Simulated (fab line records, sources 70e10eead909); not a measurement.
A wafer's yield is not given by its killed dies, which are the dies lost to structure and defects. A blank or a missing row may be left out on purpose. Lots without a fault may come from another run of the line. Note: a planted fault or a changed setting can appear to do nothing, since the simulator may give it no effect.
Which tool was responsible?	flow nandHarc	42 wafers from 14 lots sampled at 5 of the route's 1302 steps

== WHAT THE GAUGES SHOWED, per wafer ==
NHARC_THIN_TSV_CD_MEAS_37.
lot	measured	on	cdNm (nm)
L780	day 24 13:10	cdSem-02	4996.2 4995.9 5002.3
L781	day 24 12:03	cdSem-01	4996.3 5000.1 4997.2
L782	day 24 10:44	cdSem-03	4999.5 4997.6 4997.3
L783	day 25 03:39	cdSem-02	4999.4 4999.7 4999.8
L785	day 26 16:55	cdSem-01	4998.3 4998.3 4992.1
L784	day 25 18:07	cdSem-03	4995.6 4996.7 4999.4
L787	day 28 04:47	cdSem-01	4997.3 4993.5 4997.8
L788	day 26 18:02	cdSem-01	4997.6 5002.5 5000.5
L789	day 28 03:41	cdSem-03	4993.0 4998.5 4995.7
L790	day 28 08:01	cdSem-02	4997.2 4996.2 5002.3
L792	day 29 05:10	cdSem-02	4997.2 4996.6 4997.5
L794	day 29 23:18	cdSem-02	4998.4 4997.7 4999.1
L795	day 30 09:47	cdSem-03	4999.8 4998.5 5000.0
L798	day 31 06:36	cdSem-01	4998.3 4993.6 4995.5

NHARC_END_SORT_01.
lot	measured	on	defectLimitedYield (%)	killedAtArray	killedAtOther	killedAtPeriphery	killedDies	killedOpen	killedShort
L795	day 31 00:41	prober-01	37.8 92.0 39.3	42 52 36	0 0 0	379 2 375	421 54 411	4 1 5	2 2 1
L798	day 31 16:08	prober-02	36.8 94.8 93.5	30 32 40	1 0 2	397 3 2	428 35 44	8 4 1	1 5 3

== WHICH TOOL RAN EACH LOT (tool, then ch and the chambers of the sampled wafers, then the start) ==
lot	NHARC_P_M1_ECD_22	NHARC_A_BONDPAD_DESCUM_11	NHARC_THIN_TSV_PRE_CLEAN_50
L780	ecdCu-01 ch 0,1, day 6 11:31	rieDiel-07 ch 0,3, day 23 14:14	pvdSputter-03, day 24 13:10 or earlier
L781	ecdCu-02 ch 0,1, day 6 18:04	rieDiel-07 ch 0,2,3, day 23 13:05	pvdSputter-03, day 24 12:03 or earlier
L782	ecdCu-01 ch 0,1, day 7 03:55	rieDiel-07 ch 0,1,3, day 23 12:38	pvdSputter-01, day 24 10:44 or earlier
L783	ecdCu-01 ch 0,1, day 7 14:00	rieDiel-07 ch 0,2,3, day 24 04:17	pvdSputter-01, day 25 03:39 or earlier
L785	ecdCu-01 ch 0,1, day 8 03:31	rieDiel-07 ch 0,2,3, day 25 15:32	pvdSputter-03, day 26 16:55 or earlier
L784	ecdCu-02 ch 0, day 8 04:25	rieDiel-09 ch 0,2, day 24 18:04	pvdSputter-02, day 25 18:07 or earlier
L787	ecdCu-01 ch 0,1, day 9 12:29	rieDiel-07 ch 0,1,3, day 27 04:32	pvdSputter-02, day 28 04:47 or earlier
L788	ecdCu-01 ch 0,1, day 9 14:42	rieDiel-09 ch 0,1, day 25 21:35	pvdSputter-01, day 26 18:02 or earlier
L789	ecdCu-02 ch 0,1, day 10 04:00	rieDiel-07 ch 0,2,3, day 27 06:20	pvdSputter-03, day 28 03:41 or earlier
L790	ecdCu-02 ch 0,1, day 10 19:25	rieDiel-07 ch 1,2, day 27 12:59	pvdSputter-01, day 28 08:01 or earlier
L792	ecdCu-01 ch 0,1, day 11 15:08	rieDiel-09 ch 1,2,3, day 28 05:57	pvdSputter-02, day 29 05:10 or earlier
L794	ecdCu-01 ch 0,1, day 12 12:23	rieDiel-08 ch 1,2,3, day 29 00:56	pvdSputter-02, day 29 23:18 or earlier
L795	ecdCu-01 ch 0,1, day 13 08:39	rieDiel-09 ch 2,3, day 29 11:41	pvdSputter-02, day 30 09:47 or earlier
L798	ecdCu-01 ch 0,1, day 13 17:56	rieDiel-09 ch 2,3, day 30 05:41	pvdSputter-01, day 31 06:36 or earlier
- NHARC_P_M1_ECD_22: material Cu, target thk 400 nm.
- NHARC_A_BONDPAD_DESCUM_11: chemistry O2, time 3 s.
- NHARC_THIN_TSV_PRE_CLEAN_50: time 30 s.

== AS READ BY THE TOOLS THEMSELVES (means over the sampled wafers that have a number; for cases with no such wafer, the mark the record gives instead) ==
NHARC_A_BONDPAD_DESCUM_11.
lot	tool	drypumpMotorCurrentA (A)	oesProductAu (a.u.)	rfVppV (V)	showerheadPlenumPTorr (Torr)	throttleValvePct (%)
L780	rieDiel-07	5.1	1.001	58.2	2.03	11.320
L781	rieDiel-07	5.5	0.991	57.9	1.99	11.309
L782	rieDiel-07	5.2	1.001	57.7	1.96	11.313
L783	rieDiel-07	5.6	0.994	57.2	1.99	11.303
L785	rieDiel-07	5.5	1.003	58.4	1.99	11.310
L784	rieDiel-09	5.5	1.006	57.7	2.04	11.307
L787	rieDiel-07	5.1	1.003	58.1	1.96	11.315
L788	rieDiel-09	5.9	1.001	58.3	1.88	11.310
L789	rieDiel-07	5.5	0.998	58.1	1.99	11.318
L790	rieDiel-07	5.7	1.009	58.1	1.88	11.304
L792	rieDiel-09	6.0	1.007	58.3	1.92	11.312
L794	rieDiel-08	6.1	0.998	58.0	1.92	11.312
L795	rieDiel-09	5.8	0.973	57.9	1.94	11.314
L798	rieDiel-09	5.9	0.979	58.0	2.00	11.311

NHARC_THIN_TSV_PRE_CLEAN_50.
lot	tool	heaterPowerW (W)
L780	pvdSputter-03	420
L781	pvdSputter-03	400
L782	pvdSputter-01	408
L783	pvdSputter-01	385
L785	pvdSputter-03	429
L784	pvdSputter-02	385
L787	pvdSputter-02	422
L788	pvdSputter-01	357
L789	pvdSputter-03	407
L790	pvdSputter-01	393
L792	pvdSputter-02	430
L794	pvdSputter-02	395
L795	pvdSputter-02	426
L798	pvdSputter-01	383

== THE ANSWER, worked out from the rows above alone ==
Rule: usual is defined by the lots themselves. Put in order of their means at a reading, lots are off if they are a third of the lots or fewer, leave a main group of 4 or more, and stand apart from it by a gap of 3 or more times the standard deviation of the main group's means; of several such gaps the widest counts. If all means in a main group match to the digits the tables above print for the reading, that group is not used. Also off: a lot with no number at a reading for which 4 or more lots have one. Any other lot the step has rows for is counted as sound. The gauges are gone through in route order, then the tools' own readings, and for those a lot's mean is taken as printed above. At the first step where some lot is off, the reading lying furthest off is the one used; lots without a number count as furthest.
Across all readings shown, no lot is off: no conclusion can be drawn from this.

== WHAT HAD BEEN PUT IN BY THE SIMULATOR ==
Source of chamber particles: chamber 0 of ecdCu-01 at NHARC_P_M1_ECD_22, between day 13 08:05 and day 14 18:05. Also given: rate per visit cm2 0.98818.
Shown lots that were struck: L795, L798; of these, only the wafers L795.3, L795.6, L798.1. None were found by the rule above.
